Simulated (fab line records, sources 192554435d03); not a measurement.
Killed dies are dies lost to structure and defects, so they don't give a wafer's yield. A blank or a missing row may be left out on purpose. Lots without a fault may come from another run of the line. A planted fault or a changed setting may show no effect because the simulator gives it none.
fab line records | flow n5_finfet
record lots=24 wafers=72 last_day=18
route steps=1938 shown PMOS_HMC_CHANNEL_EPI@81 FIN_SAQP@101
lots that met no fault: from a run of the same line without faults
start_h: hours from the record's first day to the start of the lot's first wafer shown | wait_h: hours since the lot's step before | " the same as in the row above | L1.1+2: a row that stands for several wafers | - no value, or no start given | * or withheld: withheld | < > ~ a bound
route shown NAME@n: a module of which the file shows steps, and the number in the route of the first | usual: mean/standard deviation of fault-free wafers | same: alike in all rows | chamber/n: place in a boat | sites: the reading at each site | _std_site: their standard deviation | _edge_site: outer sites' mean less inner sites' | radius_mm: how far each site lies from the wafer's centre | mask NAME#n: copy n | behind: the tool/chamber that last shaped the wafer | hold: why the lot was held/for how many hours/how that ended | device: the transistor (n, p or np) that didn't switch | end of line: the same wafers' tests at the end of the route | a step without rows: its recipe alone | killed: dies lost to structure and defects at the first sort, not the wafer's yield | map: a wafer's dies, x killed, . not, _ none there
set.NAME: the setting as run; set.NAME@STEP: as run at that earlier step | model.NAME: the simulator's own value behind a step, which no gauge read
steps of the route over a sample of lots; a table a step, a row a wafer
services: from which hour (start_h, from the record's first day; less than 0 if before it) a tool's chamber was out of use, for how many hours, and why
## steps
# step N5_PMOS_HMC_CHANNEL_EPI_CMP_21
# recipe material=SiGe30 post_cmp_clean=alkaline_brush target_thk_nm=54
# usual motor_current_A=12.2/1.1
# columns lot.wafer tool chamber start_h wait_h motor_current_A
L074.2 cmp-04 1 21.50 0.0 13.7
L074.3 " 2 " " 12.3
L074.5 " 1 " " 13.2
L075.4 cmp-03 0 25.48 0.1 12.7
L075.2 " 1 " " 13.2
L075.6 " 0 " " 12.9
L076.4 cmp-04 1 31.81 0.1 13.1
L076.3 " 2 " " 12.5
L076.6 " 0 " " 11.2
L077.3 cmp-01 1 38.16 0.0 12.5
L077.2 " 2 " " 11.1
L077.1 " 0 " " 11.8
L078.1 cmp-01 0 44.07 0.0 11.8
L078.2 " 3 " " 11.1
L078.5 " 1 " " 12.0
L079.3 cmp-01 2 49.67 0.0 10.9
L079.1 " 1 " " 11.3
L079.5 " 2 " " 11.2
L080.4 cmp-01 3 55.53 0.1 12.4
L080.6 " 1 " " 12.0
L080.5 " 2 " " 10.5
L081.2 cmp-03 2 61.67 0.0 14.0
L081.3 " 3 " " 11.3
L081.4 " 1 " " 13.5
L082.3 cmp-03 0 67.51 0.1 12.3
L082.4 " 2 " " 13.4
L082.6 " 0 " " 12.0
L083.4 cmp-03 2 73.39 0.0 14.1
L083.1 " 1 " " 13.9
L083.5 " 2 " " 14.3
L084.2 cmp-01 1 80.00 0.0 12.6
L084.3 " 3 " " 11.3
L084.6 " 1 " " 11.9
L085.3 cmp-04 0 86.07 0.1 11.7
L085.6 " 1 " " 12.5
L085.5 " 2 " " 12.8
L086.2 cmp-03 2 91.94 0.1 13.5
L086.3 " 0 " " 12.8
L086.6 " 1 " " 13.8
L087.2 cmp-03 1 100.28 0.0 13.7
L087.1 " 0 " " 12.8
L087.5 " 2 " " 14.1
L088.1 cmp-04 2 105.81 0.1 12.9
L088.5 " 3 " " 13.6
L088.6 " 0 " " 11.9
L089.1 cmp-04 0 109.62 0.1 11.3
L089.2 " 2 " " 12.4
L089.6 " 0 " " 11.8
L090.4 cmp-03 1 116.51 0.1 13.1
L090.1 " 2 " " 14.2
L090.5 " 3 " " 10.1
L091.4 cmp-03 0 121.77 0.0 12.3
L091.1 " 2 " " 13.2
L091.5 " 0 " " 12.8
L092.2 cmp-01 2 127.21 0.1 10.7
L092.3 " 0 " " 11.7
L092.6 " 1 " " 12.7
L093.2 cmp-04 3 134.44 0.1 13.4
L093.6 " 1 " " 12.8
L093.5 " 2 " " 12.7
L094.4 cmp-01 2 139.52 0.0 10.6
L094.2 " 3 " " 11.3
L094.3 " 1 " " 11.6
L095.3 cmp-01 1 146.00 0.0 12.5
L095.5 " 1 " " 12.0
L095.6 " 2 " " 10.9
L096.3 cmp-03 1 151.58 0.0 13.9
L096.4 " 2 " " 14.2
L096.5 " 2 " " 14.0
L097.2 cmp-01 0 157.90 0.1 11.8
L097.4 " 2 " " 11.1
L097.5 " 0 " " 11.0
# step N5_FIN_SAQP_THK_MEAS_07
# usual thk_nm=60.2/0.78
# columns lot.wafer tool chamber start_h wait_h thk_nm
L074.2 film_metro-02 - 23.64 0.1 59.9
L074.3 " - " " 60.8
L074.5 " - " " 61.3
L075.2 film_metro-02 - 27.81 0.1 60.3
L075.4 " - " " 60.9
L075.6 " - " " 60.9
L076.3 film_metro-02 - 33.58 0.1 60.2
L076.4 " - " " 60.8
L076.6 " - " " 61.6
L077.1 film_metro-01 - 39.85 0.1 60.2
L077.2 " - " " 59.4
L077.3 " - " " 60.4
L078.1 film_metro-02 - 45.68 0.1 59.1
L078.2 " - " " 57.9
L078.5 " - " " 59.7
L079.1 film_metro-02 - 51.40 0.1 60.2
L079.3 " - " " 61.3
L079.5 " - " " 61.7
L080.4 film_metro-01 - 57.25 0.0 60.3
L080.5 " - " " 61.0
L080.6 " - " " 60.1
L081.2 film_metro-01 - 63.28 0.1 59.3
L081.3 " - " " 59.3
L081.4 " - " " 59.9
L082.3 film_metro-01 - 69.26 0.1 59.6
L082.4 " - " " 60.2
L082.6 " - " " 60.0
L083.1 film_metro-01 - 75.30 0.1 58.8
L083.4 " - " " 59.8
L083.5 " - " " 60.2
L084.2 film_metro-01 - 82.10 0.1 59.7
L084.3 " - " " 59.9
L084.6 " - " " 60.2
L085.3 film_metro-01 - 89.78 0.1 58.4
L085.5 " - " " 60.1
L085.6 " - " " 59.6
L086.2 film_metro-02 - 94.23 0.1 59.0
L086.3 " - " " 59.0
L086.6 " - " " 59.3
L087.1 film_metro-01 - 102.43 0.1 59.2
L087.2 " - " " 59.0
L087.5 " - " " 60.1
L088.1 film_metro-02 - 107.45 0.1 60.1
L088.5 " - " " 60.4
L088.6 " - " " 60.7
L089.1 film_metro-01 - 111.27 0.1 60.3
L089.2 " - " " 60.7
L089.6 " - " " 61.1
L090.1 film_metro-02 - 118.24 0.1 60.5
L090.4 " - " " 59.5
L090.5 " - " " 61.0
L091.1 film_metro-01 - 123.39 0.1 61.0
L091.4 " - " " 61.8
L091.5 " - " " 61.1
L092.2 film_metro-01 - 129.01 0.1 59.3
L092.3 " - " " 59.9
L092.6 " - " " 60.0
L093.2 film_metro-01 - 136.58 0.1 59.9
L093.5 " - " " 59.9
L093.6 " - " " 60.0
L094.2 film_metro-02 - 141.41 0.1 59.9
L094.3 " - " " 58.8
L094.4 " - " " 59.9
L095.3 film_metro-01 - 148.62 0.1 59.7
L095.5 " - " " 61.7
L095.6 " - " " 61.2
L096.3 film_metro-02 - 153.20 0.1 59.9
L096.4 " - " " 60.9
L096.5 " - " " 60.1
L097.2 film_metro-01 - 160.44 0.1 59.3
L097.4 " - " " 60.0
L097.5 " - " " 60.2
# step N5_FIN_SAQP_CD_MEAS_16
# recipe target_cd_nm=35.6 landing_energy_ev=500 detector=se_inlens
# usual cd_nm=35.5/0.32
# columns lot.wafer tool chamber start_h wait_h cd_nm
L074.2 cd_sem-03 0 24.15 - 36.0
L074.3 " 0 " " 35.6
L074.5 " 0 " " 35.6
L075.2 cd_sem-01 0 28.32 - 35.9
L075.4 " 0 " " 35.6
L075.6 " 0 " " 35.4
L076.3 cd_sem-03 0 40.34 - 35.6
L076.4 " 0 " " 35.8
L076.6 " 0 " " 36.0
L077.1 cd_sem-03 0 40.38 - 35.0
L077.2 " 0 " " 36.0
L077.3 " 0 " " 35.4
L078.1 cd_sem-02 0 46.16 - 36.2
L078.2 " 0 " " 35.6
L078.5 " 0 " " 35.6
L079.1 cd_sem-02 0 51.89 - 35.5
L079.3 " 0 " " 35.4
L079.5 " 0 " " 35.4
L080.4 cd_sem-01 0 57.75 - 35.6
L080.5 " 0 " " 35.8
L080.6 " 0 " " 35.7
L081.2 cd_sem-02 0 63.77 - 35.7
L081.3 " 0 " " 35.5
L081.4 " 0 " " 35.7
L082.3 cd_sem-02 0 69.74 - 35.2
L082.4 " 0 " " 35.4
L082.6 " 0 " " 35.1
L083.1 cd_sem-02 0 75.79 - 35.9
L083.4 " 0 " " 35.7
L083.5 " 0 " " 35.5
L084.2 cd_sem-01 0 82.46 - 35.3
L084.3 " 0 " " 35.1
L084.6 " 0 " " 35.5
L085.3 cd_sem-02 0 90.27 - 35.1
L085.5 " 0 " " 35.5
L085.6 " 0 " " 35.2
L086.2 cd_sem-03 0 94.74 - 35.7
L086.3 " 0 " " 35.7
L086.6 " 0 " " 35.1
L087.1 cd_sem-02 0 102.79 - 34.8
L087.2 " 0 " " 35.0
L087.5 " 0 " " 34.8
L088.1 cd_sem-02 0 107.82 - 35.6
L088.5 " 0 " " 35.5
L088.6 " 0 " " 35.2
L089.1 cd_sem-02 0 111.76 - 35.8
L089.2 " 0 " " 35.7
L089.6 " 0 " " 35.2
L090.1 cd_sem-02 0 118.73 - 35.6
L090.4 " 0 " " 35.4
L090.5 " 0 " " 35.0
L091.1 cd_sem-01 0 123.74 - 35.7
L091.4 " 0 " " 35.7
L091.5 " 0 " " 36.3
L092.2 cd_sem-03 0 129.50 - 35.4
L092.3 " 0 " " 35.5
L092.6 " 0 " " 35.7
L093.2 cd_sem-01 0 136.94 - 35.6
L093.5 " 0 " " 35.6
L093.6 " 0 " " 35.7
L094.2 cd_sem-02 0 141.77 - 35.2
L094.3 " 0 " " 35.1
L094.4 " 0 " " 34.8
L095.3 cd_sem-02 0 149.12 - 36.0
L095.5 " 0 " " 35.6
L095.6 " 0 " " 36.0
L096.3 cd_sem-01 0 153.69 - 35.3
L096.4 " 0 " " 35.5
L096.5 " 0 " " 35.9
L097.2 cd_sem-03 0 160.93 - 35.6
L097.4 " 0 " " 35.0
L097.5 " 0 " " 35.4
# step N5_FIN_SAQP_ETCH_51
# recipe chemistry=CF4 target=SiARC target_depth_a=455 mask_material=CAR-ArF time_s=75.8 ion_energy_ev=80 pressure_mtorr=40 source_w=545 bias_w=36 Ar_flow_sccm=100 cf4_flow_sccm=100 ends=cleared
# usual drypump_motor_current_A=5.9/0.36 etch_rf_on_time_s=76.5/1.6 oes_product_au=0.67/0.095 rf_vpp_V=184.5/1.1 showerhead_plenum_p_Torr=2.18/0.065 throttle_valve_pct=15.69/0.28
# columns lot.wafer tool chamber start_h wait_h drypump_motor_current_A etch_rf_on_time_s oes_product_au rf_hours_counter_h rf_vpp_V showerhead_plenum_p_Torr throttle_valve_pct
L074.2 rie_diel-06 3 24.30 0.0 5.4 77.7 0.62 139 184.2 2.15 15.83
L074.3 " 0 " " 6.2 76.1 0.57 236 183.2 2.12 16.03
L074.5 " 2 " " 5.7 76.9 0.58 - 184.1 2.11 15.78
L075.2 rie_diel-06 2 28.45 0.0 5.7 76.7 0.58 235 183.9 2.11 15.80
L075.4 " 3 " " 5.4 77.1 0.62 140 184.1 2.15 15.84
L075.6 " 2 " " 5.7 76.4 0.58 - 183.7 2.11 15.78
L076.3 rie_diel-01 0 40.51 0.0 6.0 73.6 0.84 1 186.8 2.28 15.34
L076.4 " 3 " " 5.3 76.3 0.59 233 181.7 2.04 16.09
L076.6 " 3 " " 5.3 76.5 0.60 - 182.8 2.04 16.10
L077.1 rie_diel-01 3 40.77 0.0 5.3 77.5 0.59 233 182.8 2.04 16.11
L077.2 " 0 " " 6.0 74.0 0.84 2 186.0 2.28 15.37
L077.3 " 2 " " 5.9 77.7 0.62 183 184.9 2.21 15.68
L078.1 rie_diel-02 3 46.29 0.0 5.5 77.8 0.60 231 185.4 2.20 15.54
L078.2 " 0 " " 6.0 75.5 0.83 4 184.2 2.18 15.23
L078.5 " 0 " " 6.0 75.2 0.82 - 183.7 2.18 15.22
L079.1 rie_diel-01 2 52.20 0.0 5.9 77.4 0.62 188 184.7 2.20 15.68
L079.3 " 3 " " 5.3 77.8 0.59 238 181.5 2.04 16.12
L079.5 " 1 " " 6.0 78.9 0.61 - 183.5 2.11 15.72
L080.4 rie_diel-06 0 57.87 0.0 6.2 76.1 0.56 245 184.9 2.11 16.05
L080.5 " 2 " " 5.7 76.6 0.58 - 182.9 2.11 15.82
L080.6 " 1 " " 6.5 78.9 0.58 - 185.4 2.20 16.07
L081.2 rie_diel-01 2 64.09 0.0 5.9 77.4 0.62 192 187.1 2.20 15.68
L081.3 " 3 " " 5.3 75.8 0.59 242 184.2 2.04 16.12
L081.4 " 0 " " 6.0 73.2 0.80 12 185.2 2.27 15.37
L082.3 rie_diel-06 0 69.87 0.0 6.2 75.6 0.57 250 184.0 2.11 16.04
L082.4 " 3 " " 5.4 77.8 0.61 - 183.7 2.14 15.87
L082.6 " 0 " " 6.2 76.2 0.56 - 183.9 2.11 16.06
L083.1 rie_diel-06 0 75.92 0.0 6.2 75.6 0.56 252 184.2 2.11 16.05
L083.4 " 3 " " 5.4 77.6 0.62 - 183.8 2.14 15.87
L083.5 " 0 " " 6.2 75.5 0.57 - 183.8 2.11 16.05
L084.2 rie_diel-06 1 82.59 0.0 6.6 78.7 0.57 232 183.9 2.19 16.08
L084.3 " 3 " " 5.4 77.3 0.60 162 183.9 2.14 15.88
L084.6 " 1 " " 6.6 78.0 0.58 - 182.7 2.19 16.08
L085.3 rie_diel-02 1 91.34 0.0 5.5 78.1 0.63 171 184.2 2.23 16.01
L085.5 " 0 " " 6.0 75.9 0.78 - 183.7 2.17 15.26
L085.6 " 1 " " 5.5 77.1 0.63 - 184.7 2.23 16.00
L086.2 rie_diel-02 1 96.03 0.0 5.5 77.0 0.64 173 185.4 2.23 16.01
L086.3 " 2 " " 6.2 75.5 0.81 14 185.9 2.17 15.06
L086.6 " 2 " " 6.2 75.6 0.81 - 182.6 2.17 15.08
L087.1 rie_diel-02 2 102.92 0.0 6.2 76.2 0.79 18 186.2 2.17 15.09
L087.2 " 0 " " 6.0 76.7 0.76 29 185.3 2.17 15.26
L087.5 " 0 " " 6.0 75.8 0.77 - 184.4 2.17 15.27
L088.1 rie_diel-01 2 107.99 0.0 5.9 76.4 0.62 204 186.8 2.20 15.70
L088.5 " 1 " " 6.1 77.2 0.60 - 183.6 2.10 15.74
L088.6 " 2 " " 5.9 76.8 0.62 - 185.1 2.20 15.72
L089.1 rie_diel-01 0 112.00 0.0 6.0 75.0 0.76 25 185.3 2.27 15.40
L089.2 " 3 " " 5.3 75.0 0.81 3 186.5 2.29 15.62
L089.6 " 0 " " 6.0 75.3 0.76 - 185.7 2.27 15.41
L090.1 rie_diel-01 0 118.86 0.0 6.0 74.7 0.77 27 185.7 2.27 15.39
L090.4 " 2 " " 5.9 77.8 0.62 208 184.7 2.20 15.71
L090.5 " 0 " " 6.0 74.3 0.77 - 185.4 2.27 15.39
L091.1 rie_diel-06 3 124.08 0.0 5.4 77.2 0.60 184 183.3 2.13 15.92
L091.4 " 0 " " 6.2 73.5 0.82 - 183.8 2.11 15.59
L091.5 " 2 " " 5.7 75.7 0.79 - 184.2 2.10 15.37
L092.2 rie_diel-01 3 129.63 0.0 5.3 73.5 0.79 9 184.5 2.29 15.65
L092.3 " 2 " " 5.9 77.4 0.61 212 184.4 2.20 15.74
L092.6 " 2 " " 5.9 78.0 0.60 - 184.5 2.20 15.72
L093.2 rie_diel-01 3 137.07 0.0 5.3 74.1 0.79 11 184.7 2.29 15.64
L093.5 " 3 " " 5.4 74.0 0.80 - 185.5 2.28 15.66
L093.6 " 2 " " 5.9 77.6 0.60 - 184.9 2.20 15.72
L094.2 rie_diel-01 1 141.90 0.0 6.0 77.5 0.60 239 183.9 2.10 15.77
L094.3 " 0 " " 6.0 74.0 0.75 35 185.1 2.26 15.41
L094.4 " 3 " " 5.3 74.6 0.78 13 184.8 2.28 15.67
L095.3 rie_diel-01 1 149.64 0.0 6.0 78.2 0.60 241 184.1 2.10 15.77
L095.5 " 0 " " 6.0 74.8 0.75 - 185.1 2.26 15.44
L095.6 " 1 " " 6.1 77.9 0.60 - 182.7 2.10 15.77
L096.3 rie_diel-06 3 154.13 0.0 5.4 76.6 0.59 195 182.7 2.13 15.95
L096.4 " 2 " " 5.7 75.1 0.77 32 183.1 2.10 15.41
L096.5 " 1 " " 6.5 76.8 0.81 - 185.7 2.18 15.61
L097.2 rie_diel-02 2 161.06 0.0 6.2 75.2 0.76 40 185.0 2.16 15.11
L097.4 " 3 " " 5.5 76.5 0.76 13 183.2 2.19 15.13
L097.5 " 2 " " 6.2 75.2 0.77 - 185.2 2.16 15.12
# step N5_FIN_SAQP_SPACER1_ETCHBACK_25
# recipe chemistry=CHF3/O2 mode=anisotropic_etchback target=SiO2 target_depth_a=244 time_s=12.2 pressure_mtorr=30 source_w=650 bias_w=170 Ar_flow_sccm=200 CHF3_flow_sccm=50 O2_flow_sccm=5 ion_energy_ev=200
# usual O2_flow_sccm=4.998/0.015 drypump_motor_current_A=5.9/0.35 oes_product_au=0.79/0.11 rf_vpp_V=532/8.2 showerhead_plenum_p_Torr=2.44/0.067 throttle_valve_pct=18.95/0.29
# columns lot.wafer tool chamber start_h wait_h O2_flow_sccm drypump_motor_current_A oes_product_au rf_hours_counter_h rf_vpp_V showerhead_plenum_p_Torr throttle_valve_pct
L074.2 rie_diel-02 2 26.21 0.5 4.993 6.2 0.68 244 550 2.45 18.73
L074.3 " 1 " " 4.990 5.5 0.77 143 524 2.52 19.23
L074.5 " 3 " " 5.015 5.5 0.72 - 522 2.49 18.78
L075.2 rie_diel-06 2 30.32 0.4 4.995 5.7 0.68 236 527 2.38 19.04
L075.4 " 1 " " 5.008 6.5 0.70 - 535 2.47 19.29
L075.6 " 2 " " 4.982 5.7 0.69 - 528 2.38 19.03
L076.3 rie_diel-06 0 42.34 0.4 5.002 6.1 0.66 240 532 2.37 19.26
L076.4 " 2 " " 5.004 5.7 0.68 240 527 2.37 19.05
L076.6 " 1 " " 4.997 6.5 0.69 - 535 2.47 19.29
L077.1 rie_diel-06 1 43.01 0.4 4.980 6.5 0.69 217 535 2.47 19.28
L077.2 " 2 " " 4.977 5.7 0.69 241 527 2.37 19.04
L077.3 " 0 " " 4.982 6.2 0.67 241 532 2.37 19.23
L078.1 rie_diel-01 1 48.07 0.4 4.973 6.0 0.72 208 537 2.38 19.01
L078.2 " 0 " " 4.976 6.0 0.96 5 524 2.55 18.64
L078.5 " 1 " " 4.968 6.1 0.71 - 537 2.38 18.99
L079.1 rie_diel-01 0 53.97 0.4 4.984 6.0 0.93 8 524 2.55 18.61
L079.3 " 3 " " 5.012 5.3 0.69 239 517 2.29 19.37
L079.5 " 2 " " 5.007 5.9 0.72 - 535 2.49 19.01
L080.4 rie_diel-02 3 59.72 0.4 4.995 5.5 0.71 237 519 2.48 18.80
L080.5 " 1 " " 5.014 5.5 0.76 - 524 2.51 19.23
L080.6 " 2 " " 5.006 6.1 1.01 - 551 2.45 18.37
L081.2 rie_diel-06 3 66.09 0.6 4.996 5.4 0.72 154 536 2.41 19.16
L081.3 " 2 " " 5.009 5.7 0.66 249 528 2.37 19.07
L081.4 " 0 " " 5.006 6.2 0.66 248 532 2.37 19.26
L082.3 rie_diel-06 3 71.67 0.4 5.028 5.3 0.72 157 536 2.41 19.17
L082.4 " 3 " " 5.050 5.3 0.72 - 537 2.41 19.16
L082.6 " 1 " " 4.993 6.5 0.69 - 535 2.47 19.31
L083.1 rie_diel-01 3 78.03 0.4 4.977 5.3 0.67 247 517 2.28 19.39
L083.4 " 0 " " 5.004 6.0 0.92 17 525 2.54 18.64
L083.5 " 1 " " 4.997 6.0 0.71 - 538 2.38 19.02
L084.2 rie_diel-01 1 84.42 0.4 5.008 6.0 0.71 222 538 2.38 19.03
L084.3 " 0 " " 5.003 6.0 0.91 19 525 2.54 18.64
L084.6 " 1 " " 4.992 6.1 0.71 - 539 2.38 19.02
L085.3 rie_diel-02 2 93.61 0.6 4.983 6.2 0.95 12 549 2.45 18.37
L085.5 " 1 " " 5.012 5.5 0.75 - 523 2.51 19.27
L085.6 " 2 " " 4.988 6.2 0.94 - 551 2.45 18.40
L086.2 rie_diel-02 2 98.00 0.4 4.982 6.2 0.94 16 551 2.45 18.39
L086.3 " 1 " " 5.007 5.5 0.75 175 522 2.50 19.27
L086.6 " 1 " " 4.986 5.5 0.76 - 524 2.50 19.26
L087.1 rie_diel-06 3 104.73 0.4 5.030 5.4 0.71 175 538 2.40 19.19
L087.2 " 2 " " 4.996 5.7 0.95 13 528 2.37 18.70
L087.5 " 3 " " 5.017 5.4 0.71 - 537 2.40 19.19
L088.1 rie_diel-01 1 109.97 0.4 5.008 6.1 0.72 227 538 2.37 19.04
L088.5 " 1 " " 4.996 6.1 0.71 - 539 2.37 19.04
L088.6 " 0 " " 5.009 6.0 0.90 - 524 2.54 18.66
L089.1 rie_diel-02 1 114.25 0.4 4.986 5.5 0.74 183 525 2.50 19.27
L089.2 " 2 " " 4.990 6.1 0.92 24 552 2.44 18.41
L089.6 " 2 " " 4.995 6.2 0.92 - 550 2.44 18.41
L090.1 rie_diel-01 2 120.71 0.4 5.016 5.9 0.72 208 534 2.49 19.03
L090.4 " 1 " " 4.993 6.1 0.72 231 538 2.37 19.05
L090.5 " 0 " " 4.981 6.0 0.90 - 522 2.54 18.65
L091.1 rie_diel-01 2 126.24 0.8 4.976 5.9 0.71 210 534 2.49 19.02
L091.4 " 1 " " 4.997 6.1 0.71 233 538 2.37 19.05
L091.5 " 0 " " 5.001 6.0 0.89 - 525 2.54 18.66
L092.2 rie_diel-01 2 131.40 0.4 5.005 5.9 0.71 212 533 2.48 19.04
L092.3 " 0 " " 5.017 6.0 0.89 32 524 2.54 18.66
L092.6 " 0 " " 5.020 6.0 0.89 - 524 2.54 18.67
L093.2 rie_diel-06 1 138.84 0.4 5.018 6.5 0.96 2 534 2.46 18.94
L093.5 " 1 " " 5.005 6.5 0.97 - 534 2.46 18.94
L093.6 " 0 " " 5.038 6.2 0.94 - 533 2.36 18.95
L094.2 rie_diel-02 0 143.82 0.4 5.013 6.0 0.87 46 529 2.44 18.64
L094.3 " 3 " " 5.001 5.5 0.91 6 521 2.48 18.45
L094.4 " 2 " " 5.004 6.2 0.92 34 551 2.44 18.42
L095.3 rie_diel-06 1 151.62 0.4 5.028 6.5 0.95 6 535 2.46 18.95
L095.5 " 3 " " 4.999 5.4 0.70 - 539 2.39 19.23
L095.6 " 2 " " 4.962 5.7 0.91 - 529 2.36 18.75
L096.3 rie_diel-01 0 155.91 0.4 5.004 6.0 0.86 41 524 2.53 18.68
L096.4 " 2 " " 5.003 5.9 0.70 221 535 2.48 19.04
L096.5 " 1 " " 4.983 6.1 0.70 - 538 2.37 19.05
L097.2 rie_diel-02 3 163.14 0.4 5.016 5.5 0.89 14 520 2.47 18.48
L097.4 " 2 " " 4.990 6.2 0.89 41 550 2.44 18.43
L097.5 " 2 " " 4.993 6.2 0.89 - 549 2.44 18.42
# step N5_FIN_SAQP_SPACER2_ETCHBACK_29
# recipe chemistry=CHF3/O2 mode=anisotropic_etchback target=SiO2 target_depth_a=122 time_s=6.1 pressure_mtorr=30 source_w=650 bias_w=170 Ar_flow_sccm=200 CHF3_flow_sccm=50 O2_flow_sccm=5 ion_energy_ev=200
# usual O2_flow_sccm=4.999/0.014 drypump_motor_current_A=5.9/0.36 oes_product_au=0.79/0.11 rf_vpp_V=532/8.7 showerhead_plenum_p_Torr=2.45/0.061 throttle_valve_pct=18.9/0.31
# columns lot.wafer tool chamber start_h wait_h O2_flow_sccm drypump_motor_current_A oes_product_au rf_hours_counter_h rf_vpp_V showerhead_plenum_p_Torr throttle_valve_pct
L074.2 rie_diel-06 3 27.89 0.2 4.995 5.3 0.73 140 537 2.41 19.1
L074.3 " 1 " " 5.002 6.5 0.69 210 534 2.47 19.3
L074.5 " 2 " " 4.987 5.7 0.68 - 528 2.38 19.0
L075.2 rie_diel-01 1 31.90 0.2 5.004 6.1 0.73 201 537 2.39 19.0
L075.4 " 1 " " 4.998 6.1 0.72 - 539 2.38 19.0
L075.6 " 3 " " 5.007 5.3 0.69 - 518 2.29 19.4
L076.3 rie_diel-01 1 44.07 0.2 4.967 6.1 0.72 206 538 2.38 19.0
L076.4 " 0 " " 4.998 6.0 0.96 3 525 2.55 18.6
L076.6 " 0 " " 5.007 6.0 0.98 - 524 2.55 18.6
L077.1 rie_diel-06 3 44.70 0.2 5.007 5.4 0.74 147 537 2.41 19.1
L077.2 " 0 " " 5.013 6.2 0.67 242 532 2.37 19.3
L077.3 " 1 " " 4.976 6.5 0.69 218 536 2.47 19.3
L078.1 rie_diel-06 3 49.62 0.2 5.008 5.4 0.72 148 537 2.41 19.2
L078.2 " 0 " " 5.000 6.2 0.66 243 532 2.37 19.3
L078.5 " 1 " " 4.982 6.5 0.68 - 535 2.47 19.3
L079.1 rie_diel-02 3 56.02 0.2 5.006 5.5 0.71 235 520 2.48 18.8
L079.3 " 0 " " 5.024 6.0 0.96 8 528 2.46 18.6
L079.5 " 3 " " 5.003 5.5 0.70 - 519 2.48 18.8
L080.4 rie_diel-06 3 61.28 0.2 5.017 5.4 0.73 152 538 2.41 19.1
L080.5 " 1 " " 5.012 6.5 0.68 - 535 2.47 19.3
L080.6 " 0 " " 4.987 6.2 0.67 - 533 2.37 19.3
L081.2 rie_diel-06 1 68.25 0.2 4.988 6.5 0.68 226 535 2.47 19.3
L081.3 " 0 " " 4.979 6.1 0.65 249 532 2.37 19.3
L081.4 " 3 " " 4.995 5.4 0.72 - 537 2.41 19.2
L082.3 rie_diel-02 0 73.27 0.2 4.972 6.0 0.94 15 528 2.46 18.6
L082.4 " 3 " " 5.004 5.5 0.71 242 521 2.48 18.8
L082.6 " 1 " " 4.973 5.5 0.76 - 523 2.51 19.2
L083.1 rie_diel-06 3 79.58 0.2 5.010 5.3 0.72 160 535 2.41 19.1
L083.4 " 3 " " 5.007 5.4 0.71 - 537 2.41 19.2
L083.5 " 1 " " 5.004 6.5 0.67 - 536 2.46 19.3
L084.2 rie_diel-02 0 89.09 0.2 5.020 6.0 0.91 21 527 2.45 18.6
L084.3 " 1 " " 5.020 5.5 0.74 169 523 2.51 19.3
L084.6 " 2 " " 4.983 6.2 0.94 - 548 2.45 18.4
L085.3 rie_diel-02 1 95.50 0.3 4.984 5.5 0.74 173 524 2.51 19.3
L085.5 " 2 " " 4.995 6.2 0.95 - 550 2.45 18.4
L085.6 " 1 " " 4.997 5.5 0.74 - 524 2.51 19.3
L086.2 rie_diel-01 1 101.44 0.3 5.009 6.1 0.71 223 538 2.38 19.0
L086.3 " 0 " " 4.986 6.0 0.91 20 523 2.54 18.7
L086.6 " 2 " " 5.005 5.9 0.73 - 534 2.49 19.0
L087.1 rie_diel-02 1 106.41 0.2 5.002 5.5 0.73 179 524 2.50 19.3
L087.2 " 2 " " 5.025 6.2 0.94 20 550 2.44 18.4
L087.5 " 2 " " 4.993 6.2 0.93 - 549 2.44 18.4
L088.1 rie_diel-02 0 113.49 0.2 5.011 6.0 0.89 35 528 2.45 18.6
L088.5 " 2 " " 5.005 6.2 0.93 - 549 2.44 18.4
L088.6 " 1 " " 5.019 5.5 0.74 - 523 2.50 19.3
L089.1 rie_diel-02 0 116.49 0.2 4.984 6.0 0.88 36 528 2.45 18.6
L089.2 " 1 " " 4.987 5.5 0.73 183 523 2.50 19.3
L089.6 " 1 " " 4.996 5.5 0.73 - 523 2.50 19.3
L090.1 rie_diel-02 0 122.26 0.2 4.996 6.0 0.87 38 528 2.45 18.6
L090.4 " 0 " " 4.981 6.0 0.88 - 529 2.45 18.6
L090.5 " 1 " " 4.997 5.5 0.74 - 523 2.50 19.3
L091.1 rie_diel-01 3 127.87 0.2 4.976 5.3 0.93 8 526 2.57 19.0
L091.4 " 0 " " 5.020 6.0 0.89 30 522 2.54 18.7
L091.5 " 1 " " 4.986 6.1 0.71 - 537 2.37 19.0
L092.2 rie_diel-02 0 132.95 0.2 4.988 6.0 0.88 41 531 2.45 18.6
L092.3 " 2 " " 4.975 6.2 0.92 30 550 2.44 18.4
L092.6 " 3 " " 4.992 5.5 0.94 - 519 2.48 18.5
L093.2 rie_diel-02 2 140.51 0.3 5.007 6.2 0.91 33 549 2.44 18.4
L093.5 " 0 " " 5.009 6.0 0.87 - 527 2.45 18.6
L093.6 " 1 " " 5.007 5.5 0.73 - 523 2.50 19.3
L094.2 rie_diel-01 2 145.58 0.2 4.995 5.9 0.71 218 535 2.48 19.0
L094.3 " 3 " " 4.972 5.3 0.92 14 527 2.57 19.0
L094.4 " 0 " " 4.991 6.0 0.88 36 523 2.54 18.7
L095.3 rie_diel-01 3 153.91 0.7 5.007 5.3 0.91 17 526 2.57 19.0
L095.5 " 2 " " 5.004 5.9 0.71 - 533 2.48 19.1
L095.6 " 3 " " 4.982 5.4 0.90 - 526 2.57 19.0
L096.3 rie_diel-01 3 157.75 0.4 5.014 5.3 0.90 19 526 2.56 19.0
L096.4 " 2 " " 4.989 5.9 0.71 222 533 2.48 19.1
L096.5 " 2 " " 4.998 5.9 0.71 - 533 2.48 19.1
L097.2 rie_diel-06 1 164.98 0.2 4.991 6.5 0.93 11 536 2.45 19.0
L097.4 " 3 " " 5.013 5.4 0.69 199 537 2.39 19.2
L097.5 " 0 " " 5.012 6.2 0.92 - 531 2.36 18.9
## services
# columns tool chamber start_h hours kind
cmp-01 - -2.45 4.0 pm
cmp-04 - 2.23 0.9 repair
cmp-03 - 3.72 3.6 repair
rie_diel-02 0 12.88 9.9 repair
rie_diel-01 - 18.05 1.2 repair
cmp-01 - 19.12 1.5 repair
rie_diel-06 0 29.58 8.5 repair
rie_diel-06 - 31.87 2.8 pm
cmp-04 - 35.50 1.2 repair
cmp-03 - 45.59 3.8 repair
cmp-03 - 54.40 4.0 pm
cmp-04 - 63.76 2.9 pm
cmp-03 - 76.09 4.0 pm
cmp-01 - 81.93 0.9 repair
cmp-04 - 83.76 1.3 repair
cmp-03 - 84.01 0.3 repair
rie_diel-01 - 86.10 14.6 pm
rie_diel-06 0 89.21 9.2 repair
cmp-04 - 98.61 0.2 repair
cmp-01 - 102.25 1.0 repair
cmp-01 - 108.20 13.3 pm
cmp-01 - 150.78 3.5 repair
cmp-03 - 153.40 0.4 repair
cmp-01 - 162.94 1.1 repair
## key
fault none
